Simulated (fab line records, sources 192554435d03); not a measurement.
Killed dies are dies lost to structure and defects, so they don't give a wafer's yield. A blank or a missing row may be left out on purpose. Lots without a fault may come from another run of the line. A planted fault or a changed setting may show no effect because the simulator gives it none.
Split-lot experiment | flow n5_finfet | 7 lots, 39 wafers read, on a route of 1938 steps

THE SPLIT
At N5_ILD0_PRECLEAN_10 (cleans in NF3:NH3, afs cycles 5, time 20 s, sublimation time 60 s), the setting time_s was moved away from the recipe's 20 s on 15 of the 39 wafers read, by -49.4% to +36.8%. The other wafers ran this setting at the recipe's value.

The reading is taken at the split's own step.

THE READING
SiO2_flowable_of_ILD0_FCVD_FILL_01.thk_nm (the simulator's own value, which no gauge read), in nm, at N5_ILD0_PRECLEAN_10 (cleans in NF3:NH3, afs cycles 5, time 20 s, sublimation time 60 s). The file gives no usual value for it. The 24 wafers here that ran the recipe average 119.9 nm, standard deviation 1.1 nm.

wafer  | tool, chamber at the split | time_s as run, s | against the recipe | SiO2_flowable_of_ILD0_FCVD_FILL_01.thk_nm, nm | against lot-mates on the recipe
L075.1 | remote_plasma-01, 1        | 15.51            | -22.5%             | 121.6                                         | +3.0
L075.2 | remote_plasma-01, 1        | 20               | recipe             | 119.2                                         | -
L075.3 | remote_plasma-01, 1        | 20               | recipe             | 118.4                                         | -
L075.4 | remote_plasma-01, 1        | 20               | recipe             | 118.2                                         | -
L075.5 | remote_plasma-01, 1        | 15.51            | -22.5%             | 122.2                                         | +3.6
L075.6 | remote_plasma-01, 1        | 15.51            | -22.5%             | 122.8                                         | +4.2
L076.1 | remote_plasma-01, 0        | 20               | recipe             | 121                                           | -
L076.2 | remote_plasma-01, 0        | 13.22            | -33.9%             | 126.6                                         | +5.8
L076.5 | remote_plasma-01, 0        | 13.22            | -33.9%             | 126.6                                         | +5.8
L076.3 | remote_plasma-01, 0        | 13.22            | -33.9%             | 125                                           | +4.2
L076.4 | remote_plasma-01, 0        | 20               | recipe             | 120.6                                         | -
L076.6 | remote_plasma-01, 0        | 20               | recipe             | 120.8                                         | -
L085.2 | remote_plasma-02, 1        | 20               | recipe             | 120.8                                         | -
L085.3 | remote_plasma-02, 1        | 20               | recipe             | 119.8                                         | -
L085.5 | remote_plasma-02, 1        | 20               | recipe             | 120                                           | -
L089.1 | remote_plasma-01, 0        | 20               | recipe             | 119.8                                         | -
L089.2 | remote_plasma-01, 0        | 20               | recipe             | 121.8                                         | -
L089.3 | remote_plasma-01, 0        | 20               | recipe             | 121                                           | -
L089.4 | remote_plasma-01, 0        | 27.35            | +36.8%             | 113.2                                         | -7.7
L089.5 | remote_plasma-01, 0        | 27.35            | +36.8%             | 115.2                                         | -5.7
L089.6 | remote_plasma-01, 0        | 27.35            | +36.8%             | 113.6                                         | -7.3
L091.1 | remote_plasma-02, 1        | 20               | recipe             | 120.4                                         | -
L091.3 | remote_plasma-02, 1        | 20               | recipe             | 120.4                                         | -
L091.5 | remote_plasma-02, 1        | 20               | recipe             | 120.4                                         | -
L091.2 | remote_plasma-02, 1        | 20               | recipe             | 120.2                                         | -
L091.4 | remote_plasma-02, 1        | 20               | recipe             | 119.6                                         | -
L091.6 | remote_plasma-02, 1        | 20               | recipe             | 118.8                                         | -
L095.1 | remote_plasma-01, 0        | 10.12            | -49.4%             | 129                                           | +8.8
L095.2 | remote_plasma-01, 0        | 20               | recipe             | 119.8                                         | -
L095.3 | remote_plasma-01, 0        | 20               | recipe             | 120.2                                         | -
L095.4 | remote_plasma-01, 0        | 10.12            | -49.4%             | 128.2                                         | +8.0
L095.5 | remote_plasma-01, 0        | 10.12            | -49.4%             | 128                                           | +7.8
L095.6 | remote_plasma-01, 0        | 20               | recipe             | 120.6                                         | -
L096.1 | remote_plasma-01, 0        | 10.25            | -48.8%             | 129                                           | +10.5
L096.2 | remote_plasma-01, 0        | 10.25            | -48.8%             | 128.4                                         | +9.9
L096.3 | remote_plasma-01, 0        | 20               | recipe             | 118                                           | -
L096.4 | remote_plasma-01, 0        | 10.25            | -48.8%             | 127.2                                         | +8.7
L096.5 | remote_plasma-01, 0        | 20               | recipe             | 120.2                                         | -
L096.6 | remote_plasma-01, 0        | 20               | recipe             | 117.4                                         | -

THE FIT
A straight line over all 39 wafers: SiO2_flowable_of_ILD0_FCVD_FILL_01.thk_nm changes by -0.167 nm for each +1% of time_s; r = -0.97; the points scatter about the line by 1.1 nm.
The same after taking each lot's own level away (the mean of its wafers on the recipe; 39 wafers): -0.179 nm for each +1%; r = -0.98; scatter 0.79 nm.
On that fit, the largest move of time_s shifts the reading by 8.8 nm.
The lots' own levels span 118.53 to 120.87 nm, that is 2.2 times the standard deviation above.
So the lot-to-lot level changes the slope little: the two slopes agree.
Check: with one of the wafers moved furthest among these (-49.4%) left out of the fit, the line predicts +8.74 nm for it against its lot-mates. It came out at +8.8 nm against them.

OTHER SPLITS ON THESE WAFERS
These wafers also went through other splits before the reading. Each is held against what the fit with the lots' levels taken away leaves over:
other split on the same wafers | wafers away from the commonest value | r with SiO2_flowable_of_ILD0_FCVD_FILL_01.thk_nm (lot level and that fit taken away)
N5_ZERO_LAYER_PECVD_02 time_s  | 18                                   | +0.02

THE FILE'S OWN FIT
SiO2_flowable_of_ILD0_FCVD_FILL_01.thk_nm changes by -0.177 nm for each +1% of time_s, r = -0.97.
